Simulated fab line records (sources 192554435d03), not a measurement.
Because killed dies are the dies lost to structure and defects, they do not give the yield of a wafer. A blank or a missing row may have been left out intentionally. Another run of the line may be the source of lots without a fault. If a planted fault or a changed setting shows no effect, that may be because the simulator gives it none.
Check for tools in common ; flow n5_finfet ; Lots sampled 8, wafers sampled 24

## REASON IT WAS OPENED
Flagged at N5_BEOL_M0_SAQP_INSPECT_42: reading raw_defect_count, on 2 of 8 lots. Fault-free wafers read 289, with a standard deviation of 78.
Rule: a lot gets a flag if all its wafers with a number sit over 4 standard deviations from that mean, or if no wafer of it has a number. The other lots count as sound.

lot;measured;on;raw_defect_count, wafer by wafer;flag
L779;day 6 04:24;defect_inspect-02;408 308 313;
L783;day 7 04:40;defect_inspect-01;268 158 216;
L785;day 7 15:31;defect_inspect-01;266 245 376;
L790;day 9 00:37;defect_inspect-02;918 1118 1035;FLAGGED
L791;day 9 11:43;defect_inspect-02;1088 984 1244;FLAGGED
L794;day 10 01:04;defect_inspect-02;238 531 228;
L799;day 11 07:08;defect_inspect-02;315 223 471;
L800;day 11 12:05;defect_inspect-02;224 479 509;
The mean of the flagged lots' numbers is 1064, +776 from the usual (+10 standard deviations).

## TOOL THAT RAN EACH LOT
2 process steps preceding the reading are held in the record, out of 1938 steps in the route. In each cell: the tool, then ch and the chambers that the sampled wafers went through, then the start.
lot;flag;N5_BEOL_M0_SAQP_ETCH_106;N5_BEOL_M0_SAQP_SPACER2_ALD_26
L779;;rie_diel-01 ch 0,2, day 6 02:57;ald_sin-01 ch 0,2, day 6 03:16
L783;;rie_diel-01 ch 0,1,2, day 7 02:59;ald_sin-01 ch 0,2,3, day 7 03:17
L785;;rie_diel-03 ch 0,3, day 7 14:04;ald_sin-01 ch 1,2,3, day 7 14:22
L790;FLAGGED;rie_diel-01 ch 0,2, day 8 21:25;ald_sin-01 ch 0,1, day 8 23:17
L791;FLAGGED;rie_diel-05 ch 2,3, day 9 10:15;ald_sin-01 ch 0,1,3, day 9 10:34
L794;;rie_diel-01 ch 1,2,3, day 9 23:38;ald_sin-03 ch 2,3, day 9 23:55
L799;;rie_diel-05 ch 0,1,3, day 11 05:26;ald_sin-03 ch 1,2,3, day 11 05:45
L800;;rie_diel-01 ch 0,1,3, day 11 10:13;ald_sin-02 ch 0,1,2, day 11 10:43
What these steps do:
- N5_BEOL_M0_SAQP_ETCH_106: etches SOC in N2/H2, stops on SiNx, target depth 150 nm.
- N5_BEOL_M0_SAQP_SPACER2_ALD_26: deposits SiO2, target thk 15 nm, pulse time 1 s, purge time 2 s.
- N5_BEOL_M0_SAQP_INSPECT_42: inspects for defects (brightfield).

## FLAGGED OVER TOTAL, TOOL BY TOOL (the gauges that took the reading come last)
step;tool;lots run;flagged;share of the flagged lots;sound lots run after its first flagged lot
N5_BEOL_M0_SAQP_ETCH_106;rie_diel-01;5;1;some;2 (L794,L800)
N5_BEOL_M0_SAQP_ETCH_106;rie_diel-03;1;0;none;-
N5_BEOL_M0_SAQP_ETCH_106;rie_diel-05;2;1;some;1 (L799)
N5_BEOL_M0_SAQP_SPACER2_ALD_26;ald_sin-01;5;2;all;0
N5_BEOL_M0_SAQP_SPACER2_ALD_26;ald_sin-02;1;0;none;-
N5_BEOL_M0_SAQP_SPACER2_ALD_26;ald_sin-03;2;0;none;-
N5_BEOL_M0_SAQP_INSPECT_42;defect_inspect-01;2;0;none;-
N5_BEOL_M0_SAQP_INSPECT_42;defect_inspect-02;6;2;all;3 (L794,L799,L800)

## WHAT THE TABLE ALLOWS
In 2 table rows, all flagged lots were run: ald_sin-01 (N5_BEOL_M0_SAQP_SPACER2_ALD_26), defect_inspect-02 (N5_BEOL_M0_SAQP_INSPECT_42).
- ald_sin-01 at N5_BEOL_M0_SAQP_SPACER2_ALD_26 ran 5 lots, 2 of them flagged. Last sound lot L785 at day 7 14:22, first flagged lot L790 at day 8 23:17; a fault beginning in between fits.
- defect_inspect-02 at N5_BEOL_M0_SAQP_INSPECT_42 ran 6 lots, 2 of them flagged. Sound lots ran on it after the first flagged one (L794, L799, L800), which a lasting fault on the whole tool wouldn't allow.
One tool is left: ald_sin-01 at N5_BEOL_M0_SAQP_SPACER2_ALD_26.

## WHAT THE SIMULATOR PUT IN
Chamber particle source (ald_sin-01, N5_BEOL_M0_SAQP_SPACER2_ALD_26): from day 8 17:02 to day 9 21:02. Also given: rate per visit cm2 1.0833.
Lots struck among those shown: L790, L791. The rule above reached the same finding.
